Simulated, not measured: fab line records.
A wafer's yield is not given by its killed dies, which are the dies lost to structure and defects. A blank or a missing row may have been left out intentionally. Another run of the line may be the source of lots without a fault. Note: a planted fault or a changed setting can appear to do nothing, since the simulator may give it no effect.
fab line records    flow n5Finfet    part 1 of 2: steps 1 to 30 of 41
[record] lots = 5  wafers = 15  lastDay = 17
route steps=1938 shown ZERO_LAYER@16 WELL_APT@20
lots that met no fault: from a run of the same line without faults
startH: the number of hours between the record's first day and the start of the first shown wafer of the lot    waitH: hours since the lot's step before    " same as the row above    L1.1+2: several wafers, shown together as one row    - either no value or no given start    * or withheld: withheld    < > ~ a bound
route shown NAME@n: a module of which the file shows steps, and the number in the route of the first    usual: mean/standard deviation of fault-free wafers    same: alike in all rows    chamber/n: place in a boat    sites: per-site readings    _std_site: their standard deviation    _edge_site: outer sites' mean less inner sites'    radiusMm: for every site, how far away it sits from the centre of the wafer    mask NAME#n: copy n    behind: the last tool/chamber to shape the wafer    hold: what put the lot on hold/how long, in hours/how the hold closed    device: names the non-switching transistor (n, p or np)    end of line: the same wafers' tests at the end of the route    where a step has no rows: the recipe by itself    killed: count of dies lost to structure and defects at first sort (not the wafer's yield)    map: per-die view of a wafer (x killed, . not killed, _ where there is no die)
set.NAME: the run value of the setting; set.NAME@STEP: its run value at that earlier step    model.NAME: the simulator's own value behind a step, which no gauge read
lots at some steps of the route; a table a step, a row a wafer
services: a tool's chamber out of use, with start hour (startH, from the record's first day; less than 0 if before it), hours out, and reason
[[steps]]
[step N5_ZERO_LAYER_ETCH_18]
[recipe] chemistry = HBr/Cl2  target = Si  targetDepthA = 1200  timeS = 40  pressureMtorr = 10  icpW = 800  biasW = 75  HBr_flow_sccm = 150  Cl2_flow_sccm = 80
[usual] HBr_flow_sccm = 150.0/0.42  drypumpMotorCurrentA = 5.6/0.49  oesProductAu = 0.997/0.012  throttleValvePct = 36.34/0.27
lot.wafer  tool      chamber  startH  waitH  HBr_flow_sccm  drypumpMotorCurrentA  oesProductAu  rfHoursCounterH  throttleValvePct
L076.1     rieSi-02  1        25.15   0.1    149.7          6.0                   1.021         141              36.22
L076.4     "         2        "       "      149.7          5.5                   0.993         201              36.75
L076.6     "         2        "       "      149.2          5.5                   0.993         -                36.75
L080.1     rieSi-01  1        48.98   0.0    149.8          5.8                   1.014         18               36.18
L080.4     "         3        "       "      150.9          4.7                   0.993         40               36.51
L080.5     "         3        "       "      150.0          4.7                   0.995         -                36.52
L084.1     rieSi-02  2        72.91   0.0    149.9          5.5                   0.993         202              36.76
L084.5     "         2        "       "      150.3          5.5                   0.989         -                36.76
L084.6     "         3        "       "      150.6          6.0                   0.984         -                36.25
L086.1     rieSi-01  0        84.97   0.0    149.6          6.1                   1.016         156              36.47
L086.2     "         3        "       "      150.3          4.7                   0.995         40               36.52
L086.3     "         2        "       "      150.8          5.3                   0.980         105              36.17
L094.4     rieSi-06  1        132.97  0.1    149.7          5.0                   0.991         -                35.88
L094.5     "         2        "       "      149.8          6.1                   0.991         -                36.08
L094.6     "         3        "       "      149.4          6.2                   0.990         -                36.31
[step N5_ZERO_LAYER_STRIP_24]
[recipe] chemistry = O2  powerW = 1000  tempC = 250  overashFraction = 0.3  pressureMtorr = 1000  o2FlowSccm = 6750
[usual] drypumpMotorCurrentA = 6.0/0.53  heaterPowerW = 329/33  oesProductAu = 0.647/0.0044  stripTimeToEndpointS = 43.86/0.069
lot.wafer  tool            chamber  startH  waitH  drypumpMotorCurrentA  heaterPowerW  oesProductAu  rfHoursCounterH  stripTimeToEndpointS
L076.1     plasmaAsher-02  0        25.27   0.1    6.6                   283           0.650         25               43.89
L076.4     "               0        "       "      6.6                   297           0.648         -                43.87
L076.6     "               0        "       "      6.6                   296           0.648         -                43.89
L080.1     plasmaAsher-01  1        49.08   0.1    5.6                   366           0.637         81               43.76
L080.4     "               1        "       "      5.6                   377           0.651         -                43.78
L080.5     "               1        "       "      5.6                   378           0.645         -                43.71
L084.1     plasmaAsher-01  0        73.02   0.1    6.5                   316           0.650         85               43.83
L084.5     "               1        "       "      5.6                   371           0.645         -                43.84
L084.6     "               0        "       "      6.5                   312           0.646         -                43.94
L086.1     plasmaAsher-01  0        85.08   0.1    6.6                   309           0.643         88               43.86
L086.2     "               1        "       "      5.6                   373           0.653         88               43.76
L086.3     "               0        "       "      6.5                   314           0.647         -                43.75
L094.4     plasmaAsher-01  0        133.05  0.0    6.5                   320           0.647         -                43.97
L094.5     "               1        "       "      5.6                   373           0.645         -                43.92
L094.6     "               0        "       "      6.5                   321           0.651         -                43.89
[step N5_ZERO_LAYER_STRIP_19]
[recipe] chemistry = SPM  timeS = 900  tempC = 130  h2so4H2o2VolRatio = 4  dry = ipaMarangoni
lot.wafer   tool         chamber  startH  waitH
L076.1+4+6  wetBench-01  6,0,1    25.35   0.1
L080.1+4+5  wetBench-01  5,6,3    49.17   0.1
L084.1+5+6  wetBench-01  5,4,6    73.11   0.1
L086.1+2+3  wetBench-02  6,2,3    85.16   0.1
L094.4+5+6  wetBench-01  6,3,7    133.12  0.0
[step N5_ZERO_LAYER_INSPECT_20]
[recipe] inspectInstrument = darkfield  mode = postClean
[usual] rawDefectCount = 39/19
lot.wafer  tool              chamber  startH  waitH  rawDefectCount
L076.1     defectInspect-01  -        25.63   0.0    22
L076.4     "                 -        "       "      12
L076.6     "                 -        "       "      26
L080.1     defectInspect-02  -        49.44   0.0    25
L080.4     "                 -        "       "      23
L080.5     "                 -        "       "      38
L084.1     defectInspect-02  -        73.38   0.0    40
L084.5     "                 -        "       "      24
L084.6     "                 -        "       "      24
L086.1     defectInspect-02  -        85.44   0.0    51
L086.2     "                 -        "       "      38
L086.3     "                 -        "       "      32
L094.4     defectInspect-02  -        133.42  0.0    40
L094.5     "                 -        "       "      55
L094.6     "                 -        "       "      60
[step N5_WELL_APT_HMDS_01]
[recipe] timeS = 60  tempC = 120
[usual] heaterPowerTotalW = 196.7/2
lot.wafer  tool           chamber  startH  waitH  heaterPowerTotalW
L076.1     lithoTrack-02  0        25.66   0.0    195.2
L076.4     "              0        "       "      196.4
L076.6     "              0        "       "      197.5
L080.1     lithoTrack-05  0        49.48   0.0    196.7
L080.4     "              0        "       "      194.6
L080.5     "              0        "       "      198.7
L084.1     lithoTrack-02  0        73.41   0.0    197.7
L084.5     "              0        "       "      198.3
L084.6     "              0        "       "      199.6
L086.1     lithoTrack-02  0        85.47   0.0    197.4
L086.2     "              0        "       "      194.7
L086.3     "              0        "       "      196.2
L094.4     lithoTrack-02  0        133.45  0.0    195.7
L094.5     "              0        "       "      199.7
L094.6     "              0        "       "      193.9
[step N5_WELL_APT_COAT_02]
[recipe] spinRpm = 1357  resistThkNm = 950
lot.wafer   tool           chamber  startH  waitH
L076.1+4+6  lithoTrack-02  0        -       -
L080.1+4+5  lithoTrack-05  0        -       -
L084.1+5+6  lithoTrack-02  0        -       -
L086.1+2+3  lithoTrack-02  0        -       -
L094.4+5+6  lithoTrack-02  0        -       -
[step N5_WELL_APT_EBR_04]
[recipe] solvent = PGMEA  ebrWidthMm = 1.5
[same] ebrWidthMm = 1.5
lot.wafer   tool           chamber  startH  waitH
L076.1+4+6  lithoTrack-02  0        -       -
L080.1+4+5  lithoTrack-05  0        -       -
L084.1+5+6  lithoTrack-02  0        -       -
L086.1+2+3  lithoTrack-02  0        -       -
L094.4+5+6  lithoTrack-02  0        -       -
[step N5_WELL_APT_SOFTBAKE_03]
[recipe] tempC = 130  timeS = 60
[usual] heaterPowerTotalW = 218.9/1.6
lot.wafer  tool           chamber  startH  waitH  heaterPowerTotalW
L076.1     lithoTrack-02  0        -       -      221.2
L076.4     "              0        "       "      216.4
L076.6     "              0        "       "      218.9
L080.1     lithoTrack-05  0        -       -      219.8
L080.4     "              0        "       "      219.2
L080.5     "              0        "       "      217.3
L084.1     lithoTrack-02  0        -       -      216.4
L084.5     "              0        "       "      220.9
L084.6     "              0        "       "      218.8
L086.1     lithoTrack-02  0        -       -      218.8
L086.2     "              0        "       "      219.2
L086.3     "              0        "       "      216.6
L094.4     lithoTrack-02  0        -       -      220.9
L094.5     "              0        "       "      217.1
L094.6     "              0        "       "      220.8
[step N5_WELL_APT_EXPOSE_05]
[recipe] maskId = NWELL  na = 0.8  sourceShape = conventional  sigmaOuter = 0.8  polarization = unpolarized  defocusNm = 0  targetCdNm = 200  doseMj = 20.3
lot.wafer   tool           chamber  startH  waitH  mask
L076.1+4+6  krfScanner-01  0        25.88   -      NWELL#0
L080.1+4+5  krfScanner-02  0        49.58   -      NWELL#0
L084.1+5+6  krfScanner-01  0        73.64   -      NWELL#0
L086.1+2+3  krfScanner-02  0        85.69   -      NWELL#0
L094.4+5+6  krfScanner-02  0        133.57  -      NWELL#0
[step N5_WELL_APT_PEB_06]
[recipe] pebTempC = 130  pebTimeS = 90
[usual] heaterPowerTotalW = 172.5/0.79
lot.wafer  tool           chamber  startH  waitH  heaterPowerTotalW
L076.1     lithoTrack-05  0        25.94   0.1    173.1
L076.4     "              0        "       "      172.3
L076.6     "              0        "       "      172.8
L080.1     lithoTrack-02  0        49.63   0.1    173.2
L080.4     "              0        "       "      173.2
L080.5     "              0        "       "      173.6
L084.1     lithoTrack-02  0        73.69   0.1    172.9
L084.5     "              0        "       "      172.5
L084.6     "              0        "       "      171.1
L086.1     lithoTrack-02  0        85.75   0.1    171.9
L086.2     "              0        "       "      172.8
L086.3     "              0        "       "      172.7
L094.4     lithoTrack-03  0        133.61  0.0    172.7
L094.5     "              0        "       "      171.2
L094.6     "              0        "       "      171.0
[step N5_WELL_APT_DEVELOP_07]
[recipe] developTimeS = 45  rinseLiquid = surfactantRinse  dry = airSpin  devTempC = 21
lot.wafer   tool           chamber  startH  waitH
L076.1+4+6  lithoTrack-05  0        -       -
L080.1+4+5  lithoTrack-02  0        -       -
L084.1+5+6  lithoTrack-02  0        -       -
L086.1+2+3  lithoTrack-02  0        -       -
L094.4+5+6  lithoTrack-03  0        -       -
[step N5_WELL_APT_HARDBAKE_12]
[recipe] tempC = 130  timeS = 120
[usual] heaterPowerTotalW = 148.0/0.92
lot.wafer  tool           chamber  startH  waitH  heaterPowerTotalW
L076.1     lithoTrack-05  0        -       -      148.4
L076.4     "              0        "       "      148.8
L076.6     "              0        "       "      147.8
L080.1     lithoTrack-02  0        -       -      148.7
L080.4     "              0        "       "      148.9
L080.5     "              0        "       "      147.2
L084.1     lithoTrack-02  0        -       -      147.9
L084.5     "              0        "       "      147.3
L084.6     "              0        "       "      146.6
L086.1     lithoTrack-02  0        -       -      147.4
L086.2     "              0        "       "      149.2
L086.3     "              0        "       "      146.4
L094.4     lithoTrack-03  0        -       -      146.4
L094.5     "              0        "       "      148.3
L094.6     "              0        "       "      148.6
[step N5_WELL_APT_CD_MEAS_08]
[recipe] targetCdNm = 200  landingEnergyEv = 500  detector = seInlens
[usual] cdNm = 200.4/1.1
lot.wafer  tool      chamber  startH  waitH  cdNm
L076.1     cdSem-01  0        26.06   -      198.5
L076.4     "         0        "       "      201.0
L076.6     "         0        "       "      200.5
L080.1     cdSem-01  0        49.75   -      198.9
L080.4     "         0        "       "      198.5
L080.5     "         0        "       "      198.7
L084.1     cdSem-01  0        73.81   -      201.3
L084.5     "         0        "       "      200.2
L084.6     "         0        "       "      199.4
L086.1     cdSem-01  0        85.86   -      199.8
L086.2     "         0        "       "      200.4
L086.3     "         0        "       "      202.7
L094.4     cdSem-01  0        133.72  -      198.4
L094.5     "         0        "       "      198.8
L094.6     "         0        "       "      199.5
[step N5_WELL_APT_OVL_MEAS_09]
[recipe] pointsPerWafer = 44
[usual] NWELL_OVL = -2/5.2
lot.wafer  tool        chamber  startH  waitH  NWELL_OVL[nm]
L076.1     overlay-01  0        26.09   0.0    -1
L076.4     "           0        "       "      4
L076.6     "           0        "       "      -8
L080.1     overlay-01  0        49.78   0.0    3
L080.4     "           0        "       "      -1
L080.5     "           0        "       "      2
L084.1     overlay-01  0        73.84   0.0    -3
L084.5     "           0        "       "      -4
L084.6     "           0        "       "      -4
L086.1     overlay-02  0        85.89   0.0    4
L086.2     "           0        "       "      -4
L086.3     "           0        "       "      -5
L094.4     overlay-02  0        133.75  0.0    -1
L094.5     "           0        "       "      0
L094.6     "           0        "       "      2
[step N5_WELL_APT_INSPECT_10]
[recipe] mode = adi  inspectInstrument = macro
[usual] rawDefectCount = 2.3/1.5
lot.wafer  tool              chamber  startH  waitH  rawDefectCount
L076.1     defectInspect-01  -        26.11   0.0    1
L076.4     "                 -        "       "      3
L076.6     "                 -        "       "      0
L080.1     defectInspect-01  -        49.80   0.0    1
L080.4     "                 -        "       "      3
L080.5     "                 -        "       "      1
L084.1     defectInspect-01  -        73.86   0.0    1
L084.5     "                 -        "       "      3
L084.6     "                 -        "       "      1
L086.1     defectInspect-02  -        85.92   0.0    0
L086.2     "                 -        "       "      2
L086.3     "                 -        "       "      1
L094.4     defectInspect-02  -        133.78  0.0    0
L094.5     "                 -        "       "      4
L094.6     "                 -        "       "      7
[step N5_WELL_APT_DESCUM_13]
[recipe] chemistry = O2  timeS = 7.9  sourcePowerW = 50  biasPowerW = 20  pressureMtorr = 20  rfFrequencyHz = 2.712e+07  tempC = 40  o2FlowSccm = 225
[usual] drypumpMotorCurrentA = 5.5/0.35  oesProductAu = 0.84/0.1  rfVppV = 243.9/1.2  showerheadPlenumPTorr = 2.14/0.059  throttleValvePct = 20.39/0.19
lot.wafer  tool        chamber  startH  waitH  drypumpMotorCurrentA  oesProductAu  rfHoursCounterH  rfVppV  showerheadPlenumPTorr  throttleValvePct
L076.1     rieDiel-02  3        26.14   0.0    5.1                   0.78          120              245.4   2.18                   20.24
L076.4     "           1        "       "      4.7                   0.89          43               243.7   2.13                   20.58
L076.6     "           1        "       "      4.7                   0.90          -                242.8   2.13                   20.56
L080.1     rieDiel-04  3        49.84   0.0    5.6                   0.97          6                244.3   2.15                   20.37
L080.4     "           1        "       "      5.4                   0.68          250              243.5   2.06                   20.70
L080.5     "           2        "       "      5.4                   0.95          -                242.7   2.15                   20.38
L084.1     rieDiel-02  2        73.91   0.1    5.5                   0.76          141              242.5   2.10                   20.33
L084.5     "           1        "       "      4.7                   0.88          -                242.9   2.12                   20.58
L084.6     "           2        "       "      5.5                   0.76          -                244.6   2.10                   20.33
L086.1     rieDiel-01  3        85.98   0.1    5.7                   0.96          9                241.8   2.05                   20.22
L086.2     "           1        "       "      5.9                   0.71          190              245.4   2.16                   20.39
L086.3     "           0        "       "      5.3                   0.92          29               244.9   2.22                   20.13
L094.4     rieDiel-01  2        133.81  0.0    6.1                   0.90          33               244.8   2.23                   20.26
L094.5     "           0        "       "      5.3                   0.89          -                245.2   2.21                   20.16
L094.6     "           3        "       "      5.7                   0.92          -                243.0   2.05                   20.23
[step N5_WELL_APT_IMPLANT_14]
[recipe] species = P  energyKev = 160  doseCm2 = 1.5e+13  tiltDeg = 0  rotationDeg = 0
lot.wafer   tool          chamber  startH  waitH
L076.1+4+6  implanter-01  0        26.24   0.1
L080.1+4+5  implanter-02  0        49.93   0.1
L084.1+5+6  implanter-02  0        74.01   0.1
L086.1+2+3  implanter-01  0        86.08   0.1
L094.4+5+6  implanter-01  0        134.00  0.2
[step N5_WELL_APT_IMPLANT_15]
[recipe] species = As  energyKev = 25  doseCm2 = 1.5e+13  tiltDeg = 0  rotationDeg = 0
lot.wafer   tool          chamber  startH  waitH
L076.1+4+6  implanter-01  0        26.42   0.1
L080.1+4+5  implanter-02  0        50.11   0.1
L084.1+5+6  implanter-02  0        74.19   0.1
L086.1+2+3  implanter-01  0        86.26   0.1
L094.4+5+6  implanter-01  0        134.18  0.1
[step N5_WELL_APT_STRIP_16]
[recipe] chemistry = SPM  timeS = 900  tempC = 130  h2so4H2o2VolRatio = 4  dry = ipaMarangoni
lot.wafer   tool         chamber  startH  waitH
L076.1+4+6  wetBench-03  0,7,4    26.63   0.2
L080.1+4+5  wetBench-05  5,3,4    50.32   0.2
L084.1+5+6  wetBench-05  6,4,3    74.40   0.2
L086.1+2+3  wetBench-05  6,5,2    86.47   0.2
L094.4+5+6  wetBench-05  1,2,5    134.29  0.1
[step N5_WELL_APT_HMDS_18]
[recipe] timeS = 60  tempC = 120
[usual] heaterPowerTotalW = 197.0/2.1
lot.wafer  tool           chamber  startH  waitH  heaterPowerTotalW
L076.1     lithoTrack-02  0        26.90   0.0    197.4
L076.4     "              0        "       "      199.7
L076.6     "              0        "       "      198.9
L080.1     lithoTrack-05  0        50.60   0.0    197.7
L080.4     "              0        "       "      195.5
L080.5     "              0        "       "      196.4
L084.1     lithoTrack-03  0        74.68   0.0    199.7
L084.5     "              0        "       "      197.7
L084.6     "              0        "       "      197.5
L086.1     lithoTrack-05  0        86.74   0.0    193.9
L086.2     "              0        "       "      197.3
L086.3     "              0        "       "      198.0
L094.4     lithoTrack-05  0        134.57  0.0    198.0
L094.5     "              0        "       "      199.5
L094.6     "              0        "       "      199.5
[step N5_WELL_APT_COAT_19]
[recipe] spinRpm = 1357  resistThkNm = 950
lot.wafer   tool           chamber  startH  waitH
L076.1+4+6  lithoTrack-02  0        -       -
L080.1+4+5  lithoTrack-05  0        -       -
L084.1+5+6  lithoTrack-03  0        -       -
L086.1+2+3  lithoTrack-05  0        -       -
L094.4+5+6  lithoTrack-05  0        -       -
[step N5_WELL_APT_EBR_21]
[recipe] solvent = PGMEA  ebrWidthMm = 1.5
[same] ebrWidthMm = 1.5
lot.wafer   tool           chamber  startH  waitH
L076.1+4+6  lithoTrack-02  0        -       -
L080.1+4+5  lithoTrack-05  0        -       -
L084.1+5+6  lithoTrack-03  0        -       -
L086.1+2+3  lithoTrack-05  0        -       -
L094.4+5+6  lithoTrack-05  0        -       -
[step N5_WELL_APT_SOFTBAKE_20]
[recipe] tempC = 130  timeS = 60
[usual] heaterPowerTotalW = 218.7/1.5
lot.wafer  tool           chamber  startH  waitH  heaterPowerTotalW
L076.1     lithoTrack-02  0        -       -      220.9
L076.4     "              0        "       "      216.4
L076.6     "              0        "       "      219.8
L080.1     lithoTrack-05  0        -       -      217.0
L080.4     "              0        "       "      219.2
L080.5     "              0        "       "      216.3
L084.1     lithoTrack-03  0        -       -      220.1
L084.5     "              0        "       "      217.9
L084.6     "              0        "       "      217.7
L086.1     lithoTrack-05  0        -       -      217.0
L086.2     "              0        "       "      217.0
L086.3     "              0        "       "      217.6
L094.4     lithoTrack-05  0        -       -      218.6
L094.5     "              0        "       "      219.5
L094.6     "              0        "       "      220.8
[step N5_WELL_APT_EXPOSE_22]
[recipe] maskId = PWELL  na = 0.8  sourceShape = conventional  sigmaOuter = 0.8  polarization = unpolarized  defocusNm = 0  targetCdNm = 200  doseMj = 23.2
lot.wafer   tool           chamber  startH  waitH  mask
L076.1+4+6  krfScanner-01  0        27.01   -      PWELL#0
L080.1+4+5  krfScanner-02  0        50.82   -      PWELL#0
L084.1+5+6  krfScanner-01  0        74.90   -      PWELL#0
L086.1+2+3  krfScanner-02  0        86.84   -      PWELL#0
L094.4+5+6  krfScanner-02  0        134.81  -      PWELL#0
[step N5_WELL_APT_PEB_23]
[recipe] pebTempC = 130  pebTimeS = 90
[usual] heaterPowerTotalW = 172.6/0.81
lot.wafer  tool           chamber  startH  waitH  heaterPowerTotalW
L076.1     lithoTrack-05  0        27.06   0.1    173.9
L076.4     "              0        "       "      173.2
L076.6     "              0        "       "      172.5
L080.1     lithoTrack-02  0        50.88   0.1    172.4
L080.4     "              0        "       "      172.2
L080.5     "              0        "       "      172.0
L084.1     lithoTrack-05  0        74.96   0.1    171.1
L084.5     "              0        "       "      173.2
L084.6     "              0        "       "      170.9
L086.1     lithoTrack-03  0        86.90   0.1    174.0
L086.2     "              0        "       "      172.4
L086.3     "              0        "       "      171.7
L094.4     lithoTrack-05  0        134.85  0.0    172.0
L094.5     "              0        "       "      173.7
L094.6     "              0        "       "      172.3
[step N5_WELL_APT_DEVELOP_24]
[recipe] developTimeS = 45  rinseLiquid = surfactantRinse  dry = airSpin  devTempC = 21
lot.wafer   tool           chamber  startH  waitH
L076.1+4+6  lithoTrack-05  0        -       -
L080.1+4+5  lithoTrack-02  0        -       -
L084.1+5+6  lithoTrack-05  0        -       -
L086.1+2+3  lithoTrack-03  0        -       -
L094.4+5+6  lithoTrack-05  0        -       -
[step N5_WELL_APT_HARDBAKE_29]
[recipe] tempC = 130  timeS = 120
[usual] heaterPowerTotalW = 148.1/0.9
lot.wafer  tool           chamber  startH  waitH  heaterPowerTotalW
L076.1     lithoTrack-05  0        -       -      146.4
L076.4     "              0        "       "      148.9
L076.6     "              0        "       "      148.7
L080.1     lithoTrack-02  0        -       -      147.8
L080.4     "              0        "       "      147.6
L080.5     "              0        "       "      148.8
L084.1     lithoTrack-05  0        -       -      148.9
L084.5     "              0        "       "      148.6
L084.6     "              0        "       "      147.9
L086.1     lithoTrack-03  0        -       -      147.9
L086.2     "              0        "       "      149.4
L086.3     "              0        "       "      147.6
L094.4     lithoTrack-05  0        -       -      147.2
L094.5     "              0        "       "      147.4
L094.6     "              0        "       "      149.1
[step N5_WELL_APT_CD_MEAS_25]
[recipe] targetCdNm = 200  landingEnergyEv = 500  detector = seInlens
[usual] cdNm = 199.8/1.3
lot.wafer  tool      chamber  startH  waitH  cdNm
L076.1     cdSem-03  0        27.18   -      197.2
L076.4     "         0        "       "      198.9
L076.6     "         0        "       "      199.5
L080.1     cdSem-03  0        50.99   -      199.9
L080.4     "         0        "       "      198.6
L080.5     "         0        "       "      200.2
L084.1     cdSem-03  0        75.07   -      201.6
L084.5     "         0        "       "      201.9
L084.6     "         0        "       "      200.6
L086.1     cdSem-02  0        87.02   -      199.6
L086.2     "         0        "       "      200.4
L086.3     "         0        "       "      201.3
L094.4     cdSem-03  0        134.97  -      201.8
L094.5     "         0        "       "      199.2
L094.6     "         0        "       "      199.6
[step N5_WELL_APT_OVL_MEAS_26]
[recipe] pointsPerWafer = 44
[usual] PWELL_OVL = -3/4.7
lot.wafer  tool        chamber  startH  waitH  PWELL_OVL[nm]
L076.1     overlay-01  0        27.21   0.0    -2
L076.4     "           0        "       "      2
L076.6     "           0        "       "      -1
L080.1     overlay-01  0        51.02   0.0    -3
L080.4     "           0        "       "      -4
L080.5     "           0        "       "      -3
L084.1     overlay-02  0        75.10   0.0    -3
L084.5     "           0        "       "      -4
L084.6     "           0        "       "      -7
L086.1     overlay-01  0        87.05   0.0    1
L086.2     "           0        "       "      7
L086.3     "           0        "       "      3
L094.4     overlay-02  0        135.00  0.0    -1
L094.5     "           0        "       "      -5
L094.6     "           0        "       "      -5
[step N5_WELL_APT_INSPECT_27]
[recipe] mode = adi  inspectInstrument = macro
[usual] rawDefectCount = 2.1/1.5
lot.wafer  tool              chamber  startH  waitH  rawDefectCount
L076.1     defectInspect-01  -        27.23   0.0    3
L076.4     "                 -        "       "      2
L076.6     "                 -        "       "      8
L080.1     defectInspect-01  -        51.05   0.0    0
L080.4     "                 -        "       "      0
L080.5     "                 -        "       "      2
L084.1     defectInspect-02  -        75.13   0.0    3
L084.5     "                 -        "       "      0
L084.6     "                 -        "       "      3
L086.1     defectInspect-01  -        87.07   0.0    5
L086.2     "                 -        "       "      2
L086.3     "                 -        "       "      1
L094.4     defectInspect-01  -        135.02  0.0    3
L094.5     "                 -        "       "      1
L094.6     "                 -        "       "      1
